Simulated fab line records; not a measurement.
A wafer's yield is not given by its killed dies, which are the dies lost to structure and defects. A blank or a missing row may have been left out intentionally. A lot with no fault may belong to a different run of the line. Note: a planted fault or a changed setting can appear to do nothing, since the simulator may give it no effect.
Matching of chambers :: flow n5 finfet :: 3 sister chambers for N5_BEOL_M8_CURE_74 on uv cure-03
The step cures SiCOH lowk, time 240 s. 24 wafers are shown with their chamber, then 12 later ones without.

WAFERS WITH THEIR CHAMBER
wafer: L074.4
chamber: 1
wafer_temp_C_max: 386.5
lamp power pct (%): 52.29

wafer: L074.5
chamber: 1
wafer_temp_C_max: 386.4
lamp power pct (%): 52.33

wafer: L074.6
chamber: 1
wafer_temp_C_max: 386.5
lamp power pct (%): 52.33

wafer: L079.1
chamber: 0
wafer_temp_C_max: 387.5
lamp power pct (%): 52.29

wafer: L079.3
chamber: 0
wafer_temp_C_max: 387.0
lamp power pct (%): 52.39

wafer: L079.4
chamber: 0
wafer_temp_C_max: 386.6
lamp power pct (%): 52.36

wafer: L079.2
chamber: 0
wafer_temp_C_max: 387.2
lamp power pct (%): 52.35

wafer: L079.5
chamber: 0
wafer_temp_C_max: 387.6
lamp power pct (%): 52.36

wafer: L079.6
chamber: 0
wafer_temp_C_max: 387.6
lamp power pct (%): 52.35

wafer: L078.1
chamber: 0
wafer_temp_C_max: 386.7
lamp power pct (%): 52.37

wafer: L078.4
chamber: 0
wafer_temp_C_max: 387.2
lamp power pct (%): 52.18

wafer: L078.5
chamber: 0
wafer_temp_C_max: 387.6
lamp power pct (%): 52.32

wafer: L078.2
chamber: 0
wafer_temp_C_max: 387.0
lamp power pct (%): 52.32

wafer: L078.3
chamber: 0
wafer_temp_C_max: 386.6
lamp power pct (%): 52.30

wafer: L078.6
chamber: 0
wafer_temp_C_max: 387.5
lamp power pct (%): 52.38

wafer: L084.1
chamber: 2
wafer_temp_C_max: 386.2
lamp power pct (%): 52.25

wafer: L084.3
chamber: 2
wafer_temp_C_max: 386.9
lamp power pct (%): 52.40

wafer: L084.6
chamber: 2
wafer_temp_C_max: 386.8
lamp power pct (%): 52.33

wafer: L085.1
chamber: 2
wafer_temp_C_max: 386.2
lamp power pct (%): 52.33

wafer: L085.3
chamber: 2
wafer_temp_C_max: 386.5
lamp power pct (%): 52.35

wafer: L085.6
chamber: 2
wafer_temp_C_max: 386.7
lamp power pct (%): 52.44

wafer: L085.2
chamber: 2
wafer_temp_C_max: 386.8
lamp power pct (%): 52.39

wafer: L085.4
chamber: 2
wafer_temp_C_max: 386.5
lamp power pct (%): 52.29

wafer: L085.5
chamber: 2
wafer_temp_C_max: 386.4
lamp power pct (%): 52.29

SIGNATURES (averages over the wafers above)
reading: wafer_temp_C_max
chamber 0: 387.175
chamber 1: 386.467
chamber 2: 386.556
scatter within a chamber: 0.327

reading: lamp power pct
chamber 0: 52.3308
chamber 1: 52.3167
chamber 2: 52.3411
scatter within a chamber: 0.0561
Rule: for each reading, subtract the chamber's mean from the wafer's reading, divide by that reading's scatter and square the result; add these up over the readings and take the root, which gives the wafer's distance from the chamber. The wafer belongs to the nearest chamber; if the next one is less than 2 further off, it can't be placed. The scatter is the square root of a quotient: the sum, over the shown wafers, of each reading's squared deviation from its chamber's mean, divided by wafers minus chambers.

WAFERS WITH NO CHAMBER GIVEN
wafer: L088.1
wafer_temp_C_max: 386.5
lamp power pct (%): 52.27

wafer: L088.4
wafer_temp_C_max: 386.9
lamp power pct (%): 52.33

wafer: L088.5
wafer_temp_C_max: 386.6
lamp power pct (%): 52.32

wafer: L092.1
wafer_temp_C_max: 386.5
lamp power pct (%): 52.26

wafer: L092.3
wafer_temp_C_max: 386.7
lamp power pct (%): 52.24

wafer: L092.6
wafer_temp_C_max: 386.6
lamp power pct (%): 52.21

wafer: L095.1
wafer_temp_C_max: 386.6
lamp power pct (%): 52.30

wafer: L095.2
wafer_temp_C_max: 386.7
lamp power pct (%): 52.28

wafer: L095.4
wafer_temp_C_max: 386.9
lamp power pct (%): 52.31

wafer: L096.2
wafer_temp_C_max: 386.6
lamp power pct (%): 52.28

wafer: L096.5
wafer_temp_C_max: 386.4
lamp power pct (%): 52.29

wafer: L096.6
wafer_temp_C_max: 387.2
lamp power pct (%): 52.37

WHICH CHAMBER EACH ONE RAN IN
wafer: L088.1
from the rows above: can't be placed: 1 or 2 or 0
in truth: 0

wafer: L088.4
from the rows above: can't be placed: 0 or 2 or 1
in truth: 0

wafer: L088.5
from the rows above: can't be placed: 2 or 1 or 0
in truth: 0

wafer: L092.1
from the rows above: can't be placed: 1 or 2 or 0
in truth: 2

wafer: L092.3
from the rows above: can't be placed: 1 or 2 or 0
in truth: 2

wafer: L092.6
from the rows above: can't be placed: 1 or 2 or 0
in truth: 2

wafer: L095.1
from the rows above: can't be placed: 1 or 2 or 0
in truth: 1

wafer: L095.2
from the rows above: can't be placed: 1 or 2 or 0
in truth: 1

wafer: L095.4
from the rows above: can't be placed: 0 or 2 or 1
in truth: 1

wafer: L096.2
from the rows above: can't be placed: 1 or 2 or 0
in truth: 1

wafer: L096.5
from the rows above: can't be placed: 1 or 2 or 0
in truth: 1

wafer: L096.6
from the rows above: can't be placed: 0 or 2 or 1
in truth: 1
Correct placement for 0 of the 12. These rows do not allow placing 12 (true chamber among the candidates in 12). Placed wrongly: 0.
